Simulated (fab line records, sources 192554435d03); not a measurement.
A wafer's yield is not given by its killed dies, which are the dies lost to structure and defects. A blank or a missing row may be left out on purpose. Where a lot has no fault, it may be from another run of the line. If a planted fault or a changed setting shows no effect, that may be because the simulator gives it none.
fab line records / flow n5-finfet
record lots=7 wafers=21
route steps=1938 shown BEOL_M15@1801 PASSIVATION@1915
start-h: start of the lot's first displayed wafer, in hours after the record's first day / wait-h: time in hours since the lot's previous step / " unchanged from the row above / L1.1+2: a single row standing in for several wafers / - no value, or no start given / * or withheld: withheld / < > ~ a bound
route shown NAME@n: a module of which the file shows steps, and the number in the route of the first / usual: mean/standard deviation of fault-free wafers / same: alike in all rows / chamber/n: place in a boat / sites: the reading at each site / _std_site: their standard deviation / _edge_site: inner sites' mean taken away from outer sites' mean / radius-mm: how far each site lies from the wafer's centre / mask NAME#n: copy n / behind: tool/chamber where the wafer was last shaped / hold: cause of the lot's hold/its duration in hours/its outcome / device: names the non-switching transistor (n, p or np) / end of line: the tests these same wafers got at the end of their route / step lacking rows: just its recipe / killed: the dies lost at the first sort to structure and to defects; this is not the yield of the wafer / map: the dies of a wafer, with x for killed, . for not killed, _ for no die there
set.NAME: the setting that was run; set.NAME@STEP: the one run at that earlier step / model.NAME: the simulator's own value behind a step, which no gauge read
lots run with intentionally changed settings; tables by step, rows by wafer
## steps
# step N5_BEOL_M15_PEB_26
# recipe peb-temp-c=130 peb-time-s=90
lot.wafer=L078.2+3+4 tool=litho-track-04 chamber=0 start-h=306.19 wait-h=0.0 set.peb-time-s=90
lot.wafer=L082.1+4+5 tool=litho-track-03 chamber=0 start-h=325.63 wait-h=0.1 set.peb-time-s=90
lot.wafer=L086.1+4 tool=litho-track-04 chamber=0 start-h=340.21 wait-h=0.1 set.peb-time-s=101.7
lot.wafer=L086.3 tool=litho-track-04 chamber=0 start-h=340.21 wait-h=0.1 set.peb-time-s=90
lot.wafer=L085.3+5+6 tool=litho-track-02 chamber=0 start-h=354.15 wait-h=0.0 set.peb-time-s=90
lot.wafer=L094.2+4+5 tool=litho-track-03 chamber=0 start-h=399.58 wait-h=0.0 set.peb-time-s=90
lot.wafer=L095.1+6 tool=litho-track-04 chamber=0 start-h=403.73 wait-h=0.1 set.peb-time-s=90
lot.wafer=L095.3 tool=litho-track-04 chamber=0 start-h=403.73 wait-h=0.1 set.peb-time-s=102.6
lot.wafer=L096.3+5 tool=litho-track-02 chamber=0 start-h=422.40 wait-h=0.0 set.peb-time-s=90
lot.wafer=L096.6 tool=litho-track-02 chamber=0 start-h=422.40 wait-h=0.0 set.peb-time-s=95.39
# step N5_BEOL_M15_DEVELOP_27
# recipe develop-time-s=45 rinse-liquid=diw dry=air-spin dev-temp-c=21
# step N5_BEOL_M15_HARDBAKE_32
# recipe temp-c=130 time-s=120
# step N5_BEOL_M15_CD_MEAS_28
# recipe target-cd-nm=407.6 landing-energy-ev=500 detector=se-inlens
# usual cd-nm=406.5/1.1
lot.wafer=L078.2 tool=cd-sem-01 chamber=0 start-h=306.31 wait-h=- set.peb-time-s@BEOL_M15_PEB_26=90 cd-nm=407.5
lot.wafer=L078.3 tool=cd-sem-01 chamber=0 start-h=306.31 wait-h=- set.peb-time-s@BEOL_M15_PEB_26=90 cd-nm=406.2
lot.wafer=L078.4 tool=cd-sem-01 chamber=0 start-h=306.31 wait-h=- set.peb-time-s@BEOL_M15_PEB_26=90 cd-nm=405.6
lot.wafer=L082.1 tool=cd-sem-01 chamber=0 start-h=325.75 wait-h=- set.peb-time-s@BEOL_M15_PEB_26=90 cd-nm=407.5
lot.wafer=L082.4 tool=cd-sem-01 chamber=0 start-h=325.75 wait-h=- set.peb-time-s@BEOL_M15_PEB_26=90 cd-nm=408.6
lot.wafer=L082.5 tool=cd-sem-01 chamber=0 start-h=325.75 wait-h=- set.peb-time-s@BEOL_M15_PEB_26=90 cd-nm=407.3
lot.wafer=L086.1 tool=cd-sem-02 chamber=0 start-h=340.33 wait-h=- set.peb-time-s@BEOL_M15_PEB_26=101.7 cd-nm=410.1
lot.wafer=L086.3 tool=cd-sem-02 chamber=0 start-h=340.33 wait-h=- set.peb-time-s@BEOL_M15_PEB_26=90 cd-nm=406.0
lot.wafer=L086.4 tool=cd-sem-02 chamber=0 start-h=340.33 wait-h=- set.peb-time-s@BEOL_M15_PEB_26=101.7 cd-nm=410.2
lot.wafer=L085.3 tool=cd-sem-01 chamber=0 start-h=354.27 wait-h=- set.peb-time-s@BEOL_M15_PEB_26=90 cd-nm=408.1
lot.wafer=L085.5 tool=cd-sem-01 chamber=0 start-h=354.27 wait-h=- set.peb-time-s@BEOL_M15_PEB_26=90 cd-nm=409.1
lot.wafer=L085.6 tool=cd-sem-01 chamber=0 start-h=354.27 wait-h=- set.peb-time-s@BEOL_M15_PEB_26=90 cd-nm=408.7
lot.wafer=L094.2 tool=cd-sem-01 chamber=0 start-h=399.69 wait-h=- set.peb-time-s@BEOL_M15_PEB_26=90 cd-nm=406.8
lot.wafer=L094.4 tool=cd-sem-01 chamber=0 start-h=399.69 wait-h=- set.peb-time-s@BEOL_M15_PEB_26=90 cd-nm=406.9
lot.wafer=L094.5 tool=cd-sem-01 chamber=0 start-h=399.69 wait-h=- set.peb-time-s@BEOL_M15_PEB_26=90 cd-nm=406.6
lot.wafer=L095.1 tool=cd-sem-02 chamber=0 start-h=403.84 wait-h=- set.peb-time-s@BEOL_M15_PEB_26=90 cd-nm=404.3
lot.wafer=L095.3 tool=cd-sem-02 chamber=0 start-h=403.84 wait-h=- set.peb-time-s@BEOL_M15_PEB_26=102.6 cd-nm=409.9
lot.wafer=L095.6 tool=cd-sem-02 chamber=0 start-h=403.84 wait-h=- set.peb-time-s@BEOL_M15_PEB_26=90 cd-nm=404.9
lot.wafer=L096.3 tool=cd-sem-03 chamber=0 start-h=422.51 wait-h=- set.peb-time-s@BEOL_M15_PEB_26=90 cd-nm=406.4
lot.wafer=L096.5 tool=cd-sem-03 chamber=0 start-h=422.51 wait-h=- set.peb-time-s@BEOL_M15_PEB_26=90 cd-nm=407.3
lot.wafer=L096.6 tool=cd-sem-03 chamber=0 start-h=422.51 wait-h=- set.peb-time-s@BEOL_M15_PEB_26=95.39 cd-nm=408.7
# step N5_BEOL_M15_DESCUM_33
# recipe chemistry=O2 time-s=7.9 source-power-w=50 bias-power-w=20 pressure-mtorr=20 rf-frequency-hz=2.712e+07 temp-c=40 o2-flow-sccm=225
lot.wafer=L078.2 tool=rie-diel-01 chamber=1 start-h=306.47 wait-h=0.1 set.peb-time-s@BEOL_M15_PEB_26=90 model.BEOL_M15.cd-nm=407.6
lot.wafer=L078.3 tool=rie-diel-01 chamber=3 start-h=306.47 wait-h=0.1 set.peb-time-s@BEOL_M15_PEB_26=90 model.BEOL_M15.cd-nm=406
lot.wafer=L078.4 tool=rie-diel-01 chamber=0 start-h=306.47 wait-h=0.1 set.peb-time-s@BEOL_M15_PEB_26=90 model.BEOL_M15.cd-nm=405.8
lot.wafer=L082.1 tool=rie-diel-01 chamber=1 start-h=325.84 wait-h=0.0 set.peb-time-s@BEOL_M15_PEB_26=90 model.BEOL_M15.cd-nm=407.8
lot.wafer=L082.4 tool=rie-diel-01 chamber=1 start-h=325.84 wait-h=0.0 set.peb-time-s@BEOL_M15_PEB_26=90 model.BEOL_M15.cd-nm=409
lot.wafer=L082.5 tool=rie-diel-01 chamber=3 start-h=325.84 wait-h=0.0 set.peb-time-s@BEOL_M15_PEB_26=90 model.BEOL_M15.cd-nm=407
lot.wafer=L086.1 tool=rie-diel-01 chamber=3 start-h=340.75 wait-h=0.4 set.peb-time-s@BEOL_M15_PEB_26=101.7 model.BEOL_M15.cd-nm=410.2
lot.wafer=L086.3 tool=rie-diel-01 chamber=0 start-h=340.75 wait-h=0.4 set.peb-time-s@BEOL_M15_PEB_26=90 model.BEOL_M15.cd-nm=406.2
lot.wafer=L086.4 tool=rie-diel-01 chamber=2 start-h=340.75 wait-h=0.4 set.peb-time-s@BEOL_M15_PEB_26=101.7 model.BEOL_M15.cd-nm=409.8
lot.wafer=L085.3 tool=rie-diel-01 chamber=0 start-h=354.35 wait-h=0.0 set.peb-time-s@BEOL_M15_PEB_26=90 model.BEOL_M15.cd-nm=408
lot.wafer=L085.5 tool=rie-diel-01 chamber=1 start-h=354.35 wait-h=0.0 set.peb-time-s@BEOL_M15_PEB_26=90 model.BEOL_M15.cd-nm=408.8
lot.wafer=L085.6 tool=rie-diel-01 chamber=0 start-h=354.35 wait-h=0.0 set.peb-time-s@BEOL_M15_PEB_26=90 model.BEOL_M15.cd-nm=408.4
lot.wafer=L094.2+4 tool=rie-diel-03 chamber=1,2 start-h=399.78 wait-h=0.0 set.peb-time-s@BEOL_M15_PEB_26=90 model.BEOL_M15.cd-nm=406.6
lot.wafer=L094.5 tool=rie-diel-03 chamber=1 start-h=399.78 wait-h=0.0 set.peb-time-s@BEOL_M15_PEB_26=90 model.BEOL_M15.cd-nm=406.2
lot.wafer=L095.1 tool=rie-diel-06 chamber=0 start-h=403.96 wait-h=0.1 set.peb-time-s@BEOL_M15_PEB_26=90 model.BEOL_M15.cd-nm=404.2
lot.wafer=L095.3 tool=rie-diel-06 chamber=3 start-h=403.96 wait-h=0.1 set.peb-time-s@BEOL_M15_PEB_26=102.6 model.BEOL_M15.cd-nm=409.8
lot.wafer=L095.6 tool=rie-diel-06 chamber=3 start-h=403.96 wait-h=0.1 set.peb-time-s@BEOL_M15_PEB_26=90 model.BEOL_M15.cd-nm=404.8
lot.wafer=L096.3 tool=rie-diel-03 chamber=3 start-h=422.60 wait-h=0.0 set.peb-time-s@BEOL_M15_PEB_26=90 model.BEOL_M15.cd-nm=406.6
lot.wafer=L096.5 tool=rie-diel-03 chamber=0 start-h=422.60 wait-h=0.0 set.peb-time-s@BEOL_M15_PEB_26=90 model.BEOL_M15.cd-nm=407.2
lot.wafer=L096.6 tool=rie-diel-03 chamber=1 start-h=422.60 wait-h=0.0 set.peb-time-s@BEOL_M15_PEB_26=95.39 model.BEOL_M15.cd-nm=408.6
# step N5_BEOL_M15_ETCH_61
# recipe chemistry=N2/H2 target=BARC target-depth-a=890 overetch-a=267 time-s=67.9 ion-energy-ev=200 pressure-mtorr=30 source-w=840 bias-w=150 n2-flow-sccm=200 h2-flow-sccm=200
lot.wafer=L078.2 tool=rie-diel-01 chamber=1 start-h=306.50 wait-h=0.0 set.spin-rpm@BEOL_M15_COAT_22=1858 set.peb-time-s@BEOL_M15_PEB_26=90 model.coat_of_BEOL_M15_COAT_22.thk-nm=684.6 model.BEOL_M15.cd-nm=400
lot.wafer=L078.3 tool=rie-diel-01 chamber=3 start-h=306.50 wait-h=0.0 set.spin-rpm@BEOL_M15_COAT_22=1704 set.peb-time-s@BEOL_M15_PEB_26=90 model.coat_of_BEOL_M15_COAT_22.thk-nm=719 model.BEOL_M15.cd-nm=398.6
lot.wafer=L078.4 tool=rie-diel-01 chamber=0 start-h=306.50 wait-h=0.0 set.spin-rpm@BEOL_M15_COAT_22=1704 set.peb-time-s@BEOL_M15_PEB_26=90 model.coat_of_BEOL_M15_COAT_22.thk-nm=715.8 model.BEOL_M15.cd-nm=399.4
lot.wafer=L082.1 tool=rie-diel-01 chamber=1 start-h=325.87 wait-h=0.0 set.spin-rpm@BEOL_M15_COAT_22=1704 set.peb-time-s@BEOL_M15_PEB_26=90 model.coat_of_BEOL_M15_COAT_22.thk-nm=718.6 model.BEOL_M15.cd-nm=400.4
lot.wafer=L082.4 tool=rie-diel-01 chamber=1 start-h=325.87 wait-h=0.0 set.spin-rpm@BEOL_M15_COAT_22=1704 set.peb-time-s@BEOL_M15_PEB_26=90 model.coat_of_BEOL_M15_COAT_22.thk-nm=718.6 model.BEOL_M15.cd-nm=402
lot.wafer=L082.5 tool=rie-diel-01 chamber=3 start-h=325.87 wait-h=0.0 set.spin-rpm@BEOL_M15_COAT_22=1704 set.peb-time-s@BEOL_M15_PEB_26=90 model.coat_of_BEOL_M15_COAT_22.thk-nm=719 model.BEOL_M15.cd-nm=399.8
lot.wafer=L086.1 tool=rie-diel-01 chamber=3 start-h=340.78 wait-h=0.0 set.spin-rpm@BEOL_M15_COAT_22=1704 set.peb-time-s@BEOL_M15_PEB_26=101.7 model.coat_of_BEOL_M15_COAT_22.thk-nm=720.8 model.BEOL_M15.cd-nm=402.4
lot.wafer=L086.3 tool=rie-diel-01 chamber=0 start-h=340.78 wait-h=0.0 set.spin-rpm@BEOL_M15_COAT_22=1769 set.peb-time-s@BEOL_M15_PEB_26=90 model.coat_of_BEOL_M15_COAT_22.thk-nm=703 model.BEOL_M15.cd-nm=399.2
lot.wafer=L086.4 tool=rie-diel-01 chamber=2 start-h=340.78 wait-h=0.0 set.spin-rpm@BEOL_M15_COAT_22=1769 set.peb-time-s@BEOL_M15_PEB_26=101.7 model.coat_of_BEOL_M15_COAT_22.thk-nm=705.6 model.BEOL_M15.cd-nm=402.4
lot.wafer=L085.3 tool=rie-diel-01 chamber=0 start-h=354.39 wait-h=0.0 set.spin-rpm@BEOL_M15_COAT_22=1856 set.peb-time-s@BEOL_M15_PEB_26=90 model.coat_of_BEOL_M15_COAT_22.thk-nm=685.2 model.BEOL_M15.cd-nm=399.8
lot.wafer=L085.5 tool=rie-diel-01 chamber=1 start-h=354.39 wait-h=0.0 set.spin-rpm@BEOL_M15_COAT_22=1856 set.peb-time-s@BEOL_M15_PEB_26=90 model.coat_of_BEOL_M15_COAT_22.thk-nm=683 model.BEOL_M15.cd-nm=401.2
lot.wafer=L085.6 tool=rie-diel-01 chamber=0 start-h=354.39 wait-h=0.0 set.spin-rpm@BEOL_M15_COAT_22=1704 set.peb-time-s@BEOL_M15_PEB_26=90 model.coat_of_BEOL_M15_COAT_22.thk-nm=719 model.BEOL_M15.cd-nm=401.4
lot.wafer=L094.2 tool=rie-diel-03 chamber=1 start-h=399.82 wait-h=0.0 set.spin-rpm@BEOL_M15_COAT_22=1704 set.peb-time-s@BEOL_M15_PEB_26=90 model.coat_of_BEOL_M15_COAT_22.thk-nm=714.8 model.BEOL_M15.cd-nm=400.2
lot.wafer=L094.4 tool=rie-diel-03 chamber=2 start-h=399.82 wait-h=0.0 set.spin-rpm@BEOL_M15_COAT_22=1704 set.peb-time-s@BEOL_M15_PEB_26=90 model.coat_of_BEOL_M15_COAT_22.thk-nm=713.8 model.BEOL_M15.cd-nm=399.6
lot.wafer=L094.5 tool=rie-diel-03 chamber=1 start-h=399.82 wait-h=0.0 set.spin-rpm@BEOL_M15_COAT_22=1704 set.peb-time-s@BEOL_M15_PEB_26=90 model.coat_of_BEOL_M15_COAT_22.thk-nm=716 model.BEOL_M15.cd-nm=398.8
lot.wafer=L095.1 tool=rie-diel-06 chamber=0 start-h=404.00 wait-h=0.0 set.spin-rpm@BEOL_M15_COAT_22=1704 set.peb-time-s@BEOL_M15_PEB_26=90 model.coat_of_BEOL_M15_COAT_22.thk-nm=719.6 model.BEOL_M15.cd-nm=396.8
lot.wafer=L095.3 tool=rie-diel-06 chamber=3 start-h=404.00 wait-h=0.0 set.spin-rpm@BEOL_M15_COAT_22=1704 set.peb-time-s@BEOL_M15_PEB_26=102.6 model.coat_of_BEOL_M15_COAT_22.thk-nm=724 model.BEOL_M15.cd-nm=402.2
lot.wafer=L095.6 tool=rie-diel-06 chamber=3 start-h=404.00 wait-h=0.0 set.spin-rpm@BEOL_M15_COAT_22=1704 set.peb-time-s@BEOL_M15_PEB_26=90 model.coat_of_BEOL_M15_COAT_22.thk-nm=722.6 model.BEOL_M15.cd-nm=397.6
lot.wafer=L096.3 tool=rie-diel-03 chamber=3 start-h=422.63 wait-h=0.0 set.spin-rpm@BEOL_M15_COAT_22=1752 set.peb-time-s@BEOL_M15_PEB_26=90 model.coat_of_BEOL_M15_COAT_22.thk-nm=704.4 model.BEOL_M15.cd-nm=399.2
lot.wafer=L096.5 tool=rie-diel-03 chamber=0 start-h=422.63 wait-h=0.0 set.spin-rpm@BEOL_M15_COAT_22=1704 set.peb-time-s@BEOL_M15_PEB_26=90 model.coat_of_BEOL_M15_COAT_22.thk-nm=716.4 model.BEOL_M15.cd-nm=398.6
lot.wafer=L096.6 tool=rie-diel-03 chamber=1 start-h=422.63 wait-h=0.0 set.spin-rpm@BEOL_M15_COAT_22=1704 set.peb-time-s@BEOL_M15_PEB_26=95.39 model.coat_of_BEOL_M15_COAT_22.thk-nm=721.8 model.BEOL_M15.cd-nm=400.4
# step N5_BEOL_M15_TRENCH_ETCH_34
# recipe chemistry=C4F8/O2/Ar target=SiO2 target-depth-a=8729.3 he-inner-torr=15 he-outer-torr=30 time-s=199 ion-energy-ev=800 pressure-mtorr=20 source-w=1905 bias-w=2040 Ar_flow_sccm=400 C4F8_flow_sccm=16 O2_flow_sccm=12
# step N5_BEOL_M15_STRIP_62
# recipe chemistry=O2 power-w=600 temp-c=60 pressure-mtorr=30 rf-frequency-hz=6e+07 bias-power-w=0 overash-fraction=0.3 o2-flow-sccm=225
# step N5_BEOL_M15_STRIP_37
# recipe chemistry=O2 power-w=600 temp-c=60 pressure-mtorr=30 rf-frequency-hz=6e+07 bias-power-w=0 overash-fraction=0.3 o2-flow-sccm=225
# step N5_BEOL_M15_ETCH_38
# recipe chemistry=CF4/N2 target=SiCN target-depth-a=1064 taper-deg=2 time-s=120.5 ion-energy-ev=150 mask-material=SiO2 pressure-mtorr=40 source-w=430 bias-w=70 Ar_flow_sccm=100 cf4-flow-sccm=60 n2-flow-sccm=60
lot.wafer=L078.2+4 tool=rie-diel-03 chamber=0,3 start-h=- wait-h=- set.peb-time-s@BEOL_M15_PEB_26=90 model.BEOL_M15.cd-nm=399.8
lot.wafer=L078.3 tool=rie-diel-03 chamber=1 start-h=- wait-h=- set.peb-time-s@BEOL_M15_PEB_26=90 model.BEOL_M15.cd-nm=398.6
lot.wafer=L082.1 tool=rie-diel-06 chamber=2 start-h=- wait-h=- set.peb-time-s@BEOL_M15_PEB_26=90 model.BEOL_M15.cd-nm=400.4
lot.wafer=L082.4 tool=rie-diel-06 chamber=2 start-h=- wait-h=- set.peb-time-s@BEOL_M15_PEB_26=90 model.BEOL_M15.cd-nm=401.6
lot.wafer=L082.5 tool=rie-diel-06 chamber=1 start-h=- wait-h=- set.peb-time-s@BEOL_M15_PEB_26=90 model.BEOL_M15.cd-nm=400
lot.wafer=L086.1 tool=rie-diel-01 chamber=3 start-h=- wait-h=- set.peb-time-s@BEOL_M15_PEB_26=101.7 model.BEOL_M15.cd-nm=402.4
lot.wafer=L086.3 tool=rie-diel-01 chamber=0 start-h=- wait-h=- set.peb-time-s@BEOL_M15_PEB_26=90 model.BEOL_M15.cd-nm=399
lot.wafer=L086.4 tool=rie-diel-01 chamber=3 start-h=- wait-h=- set.peb-time-s@BEOL_M15_PEB_26=101.7 model.BEOL_M15.cd-nm=402.6
lot.wafer=L085.3 tool=rie-diel-01 chamber=0 start-h=- wait-h=- set.peb-time-s@BEOL_M15_PEB_26=90 model.BEOL_M15.cd-nm=399.8
lot.wafer=L085.5 tool=rie-diel-01 chamber=2 start-h=- wait-h=- set.peb-time-s@BEOL_M15_PEB_26=90 model.BEOL_M15.cd-nm=401.2
lot.wafer=L085.6 tool=rie-diel-01 chamber=3 start-h=- wait-h=- set.peb-time-s@BEOL_M15_PEB_26=90 model.BEOL_M15.cd-nm=401.4
lot.wafer=L094.2 tool=rie-diel-03 chamber=2 start-h=- wait-h=- set.peb-time-s@BEOL_M15_PEB_26=90 model.BEOL_M15.cd-nm=400.6
lot.wafer=L094.4 tool=rie-diel-03 chamber=0 start-h=- wait-h=- set.peb-time-s@BEOL_M15_PEB_26=90 model.BEOL_M15.cd-nm=399.4
lot.wafer=L094.5 tool=rie-diel-03 chamber=1 start-h=- wait-h=- set.peb-time-s@BEOL_M15_PEB_26=90 model.BEOL_M15.cd-nm=399.2
lot.wafer=L095.1 tool=rie-diel-01 chamber=1 start-h=- wait-h=- set.peb-time-s@BEOL_M15_PEB_26=90 model.BEOL_M15.cd-nm=396.8
lot.wafer=L095.3 tool=rie-diel-01 chamber=2 start-h=- wait-h=- set.peb-time-s@BEOL_M15_PEB_26=102.6 model.BEOL_M15.cd-nm=402.4
lot.wafer=L095.6 tool=rie-diel-01 chamber=2 start-h=- wait-h=- set.peb-time-s@BEOL_M15_PEB_26=90 model.BEOL_M15.cd-nm=398.2
lot.wafer=L096.3 tool=rie-diel-01 chamber=0 start-h=- wait-h=- set.peb-time-s@BEOL_M15_PEB_26=90 model.BEOL_M15.cd-nm=399.2
lot.wafer=L096.5 tool=rie-diel-01 chamber=2 start-h=- wait-h=- set.peb-time-s@BEOL_M15_PEB_26=90 model.BEOL_M15.cd-nm=398.2
lot.wafer=L096.6 tool=rie-diel-01 chamber=3 start-h=- wait-h=- set.peb-time-s@BEOL_M15_PEB_26=95.39 model.BEOL_M15.cd-nm=400.4
# step N5_PASSIVATION_PECVD_53
# recipe material=SiO2 target-thk-a=8000 temp-c=400 precursor=TEOS/O2 pressure-torr=6.5 rf-w=withheld teos-flow-sccm=withheld gas=O2 flow-sccm=2650 time-s=169.4
lot.wafer=L078.2 tool=pecvd-04 chamber=1 start-h=324.08 wait-h=0.0 set.temp-c=414.9 model.SiO2_of_PASSIVATION_PECVD_53.thk-nm=717.4
lot.wafer=L078.3 tool=pecvd-04 chamber=0 start-h=324.08 wait-h=0.0 set.temp-c=414.9 model.SiO2_of_PASSIVATION_PECVD_53.thk-nm=721
lot.wafer=L078.4 tool=pecvd-04 chamber=1 start-h=324.08 wait-h=0.0 set.temp-c=414.9 model.SiO2_of_PASSIVATION_PECVD_53.thk-nm=729.2
lot.wafer=L082.1 tool=pecvd-04 chamber=0 start-h=342.09 wait-h=0.0 set.temp-c=400 model.SiO2_of_PASSIVATION_PECVD_53.thk-nm=798.4
lot.wafer=L082.4 tool=pecvd-04 chamber=1 start-h=342.09 wait-h=0.0 set.temp-c=400 model.SiO2_of_PASSIVATION_PECVD_53.thk-nm=804
lot.wafer=L082.5 tool=pecvd-04 chamber=2 start-h=342.09 wait-h=0.0 set.temp-c=400 model.SiO2_of_PASSIVATION_PECVD_53.thk-nm=817
lot.wafer=L086.1 tool=pecvd-01 chamber=0 start-h=357.44 wait-h=0.0 set.temp-c=400 model.SiO2_of_PASSIVATION_PECVD_53.thk-nm=792.2
lot.wafer=L086.3 tool=pecvd-01 chamber=2 start-h=357.44 wait-h=0.0 set.temp-c=400 model.SiO2_of_PASSIVATION_PECVD_53.thk-nm=787.6
lot.wafer=L086.4 tool=pecvd-01 chamber=1 start-h=357.44 wait-h=0.0 set.temp-c=400 model.SiO2_of_PASSIVATION_PECVD_53.thk-nm=805.8
lot.wafer=L085.3 tool=pecvd-01 chamber=0 start-h=370.58 wait-h=0.0 set.temp-c=400 model.SiO2_of_PASSIVATION_PECVD_53.thk-nm=798.8
lot.wafer=L085.5 tool=pecvd-01 chamber=2 start-h=370.58 wait-h=0.0 set.temp-c=409.1 model.SiO2_of_PASSIVATION_PECVD_53.thk-nm=760.8
lot.wafer=L085.6 tool=pecvd-01 chamber=0 start-h=370.58 wait-h=0.0 set.temp-c=409.1 model.SiO2_of_PASSIVATION_PECVD_53.thk-nm=774
lot.wafer=L094.2 tool=pecvd-03 chamber=0 start-h=416.89 wait-h=0.0 set.temp-c=400 model.SiO2_of_PASSIVATION_PECVD_53.thk-nm=790
lot.wafer=L094.4 tool=pecvd-03 chamber=2 start-h=416.89 wait-h=0.0 set.temp-c=412.8 model.SiO2_of_PASSIVATION_PECVD_53.thk-nm=729
lot.wafer=L094.5 tool=pecvd-03 chamber=0 start-h=416.89 wait-h=0.0 set.temp-c=400 model.SiO2_of_PASSIVATION_PECVD_53.thk-nm=791.6
lot.wafer=L095.1 tool=pecvd-01 chamber=0 start-h=422.45 wait-h=0.0 set.temp-c=408 model.SiO2_of_PASSIVATION_PECVD_53.thk-nm=751.2
lot.wafer=L095.3 tool=pecvd-01 chamber=2 start-h=422.45 wait-h=0.0 set.temp-c=400 model.SiO2_of_PASSIVATION_PECVD_53.thk-nm=782.8
lot.wafer=L095.6 tool=pecvd-01 chamber=2 start-h=422.45 wait-h=0.0 set.temp-c=408 model.SiO2_of_PASSIVATION_PECVD_53.thk-nm=736.4
lot.wafer=L096.3 tool=pecvd-04 chamber=1 start-h=436.90 wait-h=0.0 set.temp-c=400 model.SiO2_of_PASSIVATION_PECVD_53.thk-nm=787.4
lot.wafer=L096.5 tool=pecvd-04 chamber=2 start-h=436.90 wait-h=0.0 set.temp-c=387.8 model.SiO2_of_PASSIVATION_PECVD_53.thk-nm=861.8
lot.wafer=L096.6 tool=pecvd-04 chamber=0 start-h=436.90 wait-h=0.0 set.temp-c=387.8 model.SiO2_of_PASSIVATION_PECVD_53.thk-nm=874.6
# step N5_PASSIVATION_PECVD_35
# recipe material=SiNx target-thk-a=7000 temp-c=400 precursor=SiH4/NH3/N2 pressure-torr=4.9 rf-w=1406 time-s=151.3
lot.wafer=L078.2 tool=pecvd-04 chamber=1 start-h=324.19 wait-h=0.1 set.time-s=151.3 model.SiNx_of_PASSIVATION_PECVD_35.thk-nm=691.8
lot.wafer=L078.3 tool=pecvd-04 chamber=0 start-h=324.19 wait-h=0.1 set.time-s=144.2 model.SiNx_of_PASSIVATION_PECVD_35.thk-nm=656.4
lot.wafer=L078.4 tool=pecvd-04 chamber=1 start-h=324.19 wait-h=0.1 set.time-s=151.3 model.SiNx_of_PASSIVATION_PECVD_35.thk-nm=702.8
lot.wafer=L082.1 tool=pecvd-04 chamber=0 start-h=342.20 wait-h=0.1 set.time-s=151.3 model.SiNx_of_PASSIVATION_PECVD_35.thk-nm=687.6
lot.wafer=L082.4 tool=pecvd-04 chamber=1 start-h=342.20 wait-h=0.1 set.time-s=151.3 model.SiNx_of_PASSIVATION_PECVD_35.thk-nm=704.8
lot.wafer=L082.5 tool=pecvd-04 chamber=2 start-h=342.20 wait-h=0.1 set.time-s=151.3 model.SiNx_of_PASSIVATION_PECVD_35.thk-nm=697.2
lot.wafer=L086.1 tool=pecvd-01 chamber=0 start-h=357.55 wait-h=0.1 set.time-s=151.3 model.SiNx_of_PASSIVATION_PECVD_35.thk-nm=679.4
lot.wafer=L086.3 tool=pecvd-01 chamber=2 start-h=357.55 wait-h=0.1 set.time-s=151.3 model.SiNx_of_PASSIVATION_PECVD_35.thk-nm=687.4
lot.wafer=L086.4 tool=pecvd-01 chamber=1 start-h=357.55 wait-h=0.1 set.time-s=151.3 model.SiNx_of_PASSIVATION_PECVD_35.thk-nm=697.8
lot.wafer=L085.3 tool=pecvd-01 chamber=0 start-h=370.69 wait-h=0.1 set.time-s=151.3 model.SiNx_of_PASSIVATION_PECVD_35.thk-nm=683.6
lot.wafer=L085.5 tool=pecvd-01 chamber=2 start-h=370.69 wait-h=0.1 set.time-s=151.3 model.SiNx_of_PASSIVATION_PECVD_35.thk-nm=697.8
lot.wafer=L085.6 tool=pecvd-01 chamber=0 start-h=370.69 wait-h=0.1 set.time-s=151.3 model.SiNx_of_PASSIVATION_PECVD_35.thk-nm=702.4
lot.wafer=L094.2 tool=pecvd-03 chamber=0 start-h=417.01 wait-h=0.1 set.time-s=151.3 model.SiNx_of_PASSIVATION_PECVD_35.thk-nm=697.8
lot.wafer=L094.4 tool=pecvd-03 chamber=2 start-h=417.01 wait-h=0.1 set.time-s=151.3 model.SiNx_of_PASSIVATION_PECVD_35.thk-nm=698
lot.wafer=L094.5 tool=pecvd-03 chamber=0 start-h=417.01 wait-h=0.1 set.time-s=151.3 model.SiNx_of_PASSIVATION_PECVD_35.thk-nm=705
lot.wafer=L095.1 tool=pecvd-01 chamber=0 start-h=422.56 wait-h=0.1 set.time-s=143.5 model.SiNx_of_PASSIVATION_PECVD_35.thk-nm=660.4
lot.wafer=L095.3 tool=pecvd-01 chamber=2 start-h=422.56 wait-h=0.1 set.time-s=143.5 model.SiNx_of_PASSIVATION_PECVD_35.thk-nm=654
lot.wafer=L095.6 tool=pecvd-01 chamber=2 start-h=422.56 wait-h=0.1 set.time-s=151.3 model.SiNx_of_PASSIVATION_PECVD_35.thk-nm=707.2
lot.wafer=L096.3 tool=pecvd-04 chamber=1 start-h=437.01 wait-h=0.1 set.time-s=151.3 model.SiNx_of_PASSIVATION_PECVD_35.thk-nm=697.8
lot.wafer=L096.5 tool=pecvd-04 chamber=2 start-h=437.01 wait-h=0.1 set.time-s=151.3 model.SiNx_of_PASSIVATION_PECVD_35.thk-nm=705
lot.wafer=L096.6 tool=pecvd-04 chamber=0 start-h=437.01 wait-h=0.1 set.time-s=151.3 model.SiNx_of_PASSIVATION_PECVD_35.thk-nm=692.2
## key
split step=N5_BEOL_M15_PEB_26 setting=peb-time-s stated=90 by=wafer
response step=N5_BEOL_M15_CD_MEAS_28 reading=cd-nm change=+0.349 per=1% r=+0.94
response step=N5_BEOL_M15_DESCUM_33 reading=model.BEOL_M15.cd-nm change=+0.334 per=1% r=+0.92
response step=N5_BEOL_M15_ETCH_61 reading=model.BEOL_M15.cd-nm change=+0.301 per=1% r=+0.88
response step=N5_BEOL_M15_ETCH_38 reading=model.BEOL_M15.cd-nm change=+0.31 per=1% r=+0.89
split step=N5_PASSIVATION_PECVD_53 setting=temp-c stated=400 by=wafer
response step=N5_PASSIVATION_PECVD_53 reading=model.SiO2_of_PASSIVATION_PECVD_53.thk-nm change=-20.7 per=1% r=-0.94
split step=N5_PASSIVATION_PECVD_35 setting=time-s stated=151.3 by=wafer
response step=N5_PASSIVATION_PECVD_35 reading=model.SiNx_of_PASSIVATION_PECVD_35.thk-nm change=+9.25 per=1% r=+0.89
split outside-this-file step=N5_BEOL_M15_COAT_22 setting=spin-rpm
# split outside-this-file: this setting was split too, and the file shows its column; the key of that split is in another file
